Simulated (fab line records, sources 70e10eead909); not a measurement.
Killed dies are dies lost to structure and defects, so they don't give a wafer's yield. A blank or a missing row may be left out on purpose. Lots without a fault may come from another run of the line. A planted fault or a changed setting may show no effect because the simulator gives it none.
Chamber matching | flow nand_harc | NHARC_A_STAIRCASE_CMP_450 on cmp-04: 4 sister chambers
The step polishes SiO2, target thk 200 nm. 8 wafers are shown with their chamber, then 8 later ones without.

WAFERS WITH THEIR CHAMBER
wafer  | chamber | motor_current_A (A) | slurry_flow_ml_min
L076.3 | 3       | 11.6                | 149.7
L087.3 | 0       | 12.9                | 150.1
L087.5 | 3       | 11.1                | 150.4
L088.3 | 2       | 12.1                | 149.7
L088.6 | 2       | 11.8                | 150.2
L091.2 | 0       | 12.9                | 150.4
L091.6 | 1       | 11.9                | 150.0
L092.2 | 1       | 11.7                | 149.8

WAFERS WITHOUT THEIR CHAMBER
wafer  | motor_current_A (A) | slurry_flow_ml_min
L092.3 | 12.3                | 149.7
L092.6 | 11.9                | 150.1
L097.4 | 12.0                | 148.9
L097.5 | 10.9                | 150.9
L097.6 | 12.5                | 150.1
L096.1 | 12.2                | 150.5
L096.3 | 11.8                | 150.8
L096.4 | 11.3                | 148.7

WHICH CHAMBER EACH WENT THROUGH
wafer  | from the rows above          | in truth
L092.3 | can't be placed: 2 or 1 or 0 | 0
L092.6 | can't be placed: 2 or 1      | 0
L097.4 | can't be placed: 1 or 2 or 3 | 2
L097.5 | can't be placed: 3 or 1      | 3
L097.6 | can't be placed: 0 or 2 or 1 | 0
L096.1 | can't be placed: 2 or 1 or 0 | 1
L096.3 | can't be placed: 2 or 1 or 3 | 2
L096.4 | can't be placed: 3 or 1 or 2 | 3
Placed correctly: 0 of 8. Can't be placed from these rows: 8 (the true chamber is among the candidates in 7). Placed wrongly: 0.
How it was worked out, from the rows above alone: a wafer's distance from a chamber is the root of the sum, over the readings, of the square of ((its reading less the chamber's mean) divided by the reading's scatter). The wafer belongs to the nearest chamber; if the next one is less than 2 further off, it can't be placed. A chamber's mean is the mean of its shown wafers. The scatter: the root of (the sum of the squares of (reading less its chamber's mean) over the shown wafers, divided by (wafers less chambers)).
